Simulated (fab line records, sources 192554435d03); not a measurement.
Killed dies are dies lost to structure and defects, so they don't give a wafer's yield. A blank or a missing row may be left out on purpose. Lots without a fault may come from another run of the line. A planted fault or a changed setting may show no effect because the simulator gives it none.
Problem report in the 8D (eight disciplines) form, filled by code | flow n5_finfet | the parts of the form that need people (team, actions taken, sign-off) are left out

1. THE PROBLEM
M3_ILD_THK at N5_BEOL_M3_THK_MEAS_01 reads a mean of 60.9 nm on 6 wafers of 2 lots; wafers without a fault read 78.7 nm with a standard deviation of 1.3. That is -14 standard deviations from the usual mean.
First seen on wafer L581.1, day 8 06:23, on film_metro-01. The record holds 18 wafers of 6 lots with a number at this step. Rule for "out", or "out of limits": more than 4 standard deviations from the usual mean. The other wafers with a number count as sound.

2. WHAT IT IS AND WHAT IT IS NOT
question                    | is                     | is not
which readings at this step | M3_ILD_THK             | -
which lots                  | L581, L588             | L577, L578, L593, L599
which wafers of those lots  | all that have a number | -
read on which gauges        | film_metro-01          | film_metro-02
when                        | from day 8 06:23       | up to then (6 sound wafers); but 6 sound wafers of L593, L599 came after

3. SUSPECTS, AND WHAT RULES EACH OUT
Counting: a tool at a process step up to the reading stays a suspect if it ran every lot that is out and no sound lot after the first of them.
- the gauge at N5_BEOL_M3_THK_MEAS_01: kept. All the wafers that are out were read on film_metro-01, and no step on other tools shows them out.
- pvd_sputter-01 at N5_BEOL_M2_SPUTTER_96 (material Cu, target thk 4.5 nm, time 8.29 s): ruled out as a lasting fault. Sound lots L593 ran on it after its first lot that is out, L581 (day 8 05:08).
- cvd_co-01 at N5_BEOL_M2_PRE_CLEAN_60 (time 15 s): ruled out as a lasting fault. Sound lots L593, L599 ran on it after its first lot that is out, L581 (day 8 06:02).
- cvd_co-01 at N5_BEOL_M2_CO_CAP_55 (material Co, precursor CCTBA/H2, target thk 2 nm, time 102.1 s): ruled out as a lasting fault. Sound lots L593, L599 ran on it after its first lot that is out, L581 (day 8 06:04).
- pecvd-02 at N5_BEOL_M2_DEP_57 (deposits SiCN from 3MS/NH3, target thk 8 nm, time 14 s): kept. It ran every lot that is out, first L581 (day 8 06:11), and no sound lot after that; its last sound lot up to then is L578 (day 7 04:44).
- pecvd-04 at N5_BEOL_M3_ILD_DEP_00 (deposits SiOC from DEMS/O2, target thk 79 nm, time 15.3 s): kept. It ran every lot that is out, first L581 (day 8 06:19), and no sound lot after that; its last sound lot up to then is L578 (day 7 04:53).
Left after counting: pecvd-02 at N5_BEOL_M2_DEP_57, pecvd-04 at N5_BEOL_M3_ILD_DEP_00, film_metro-01 at N5_BEOL_M3_THK_MEAS_01.

4. THE CAUSE (what the simulator had put in)
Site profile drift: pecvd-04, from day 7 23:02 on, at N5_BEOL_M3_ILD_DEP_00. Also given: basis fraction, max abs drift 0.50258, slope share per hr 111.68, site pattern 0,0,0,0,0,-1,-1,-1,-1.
Counting left 3 suspects, and this tool is among them.

5. THE CHAIN OF EFFECTS, in route order
Each row: a reading whose mean over the struck wafers that have a number lies more than 3 standard deviations from the usual. Only readings for which the record gives a usual standard deviation are gone through. hours: the time from each lot's start at the first step in this table that gives one to its start at this step, as a median over the lots. sigmas: the change in usual standard deviations.
hours | step                   | reading    | usual   | on struck wafers | change | sigmas
0     | N5_BEOL_M3_THK_MEAS_01 | M3_ILD_THK | 78.7 nm | 60.9             | -17.8  | -14
Later measuring or inspecting steps at which every struck wafer that the step has a row for has a number for every such reading, and none has moved that far: N5_BEOL_M4_RC_MEAS_101.

6. WHAT WOULD HAVE CAUGHT IT SOONER
In this record the first reading out of limits at a measuring or inspecting step was taken at day 8 06:23, 7 hours after the fault began at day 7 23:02.
Of the tool readings at N5_BEOL_M3_ILD_DEP_00 for which the record gives a usual standard deviation, none was out on any struck wafer, so an alarm limit of 4 standard deviations on them would not have fired.
Of the lots that are out (2), L588 began N5_BEOL_M3_ILD_DEP_00 on pecvd-04 after day 8 06:23. A hold on the tool at that time would have spared it.
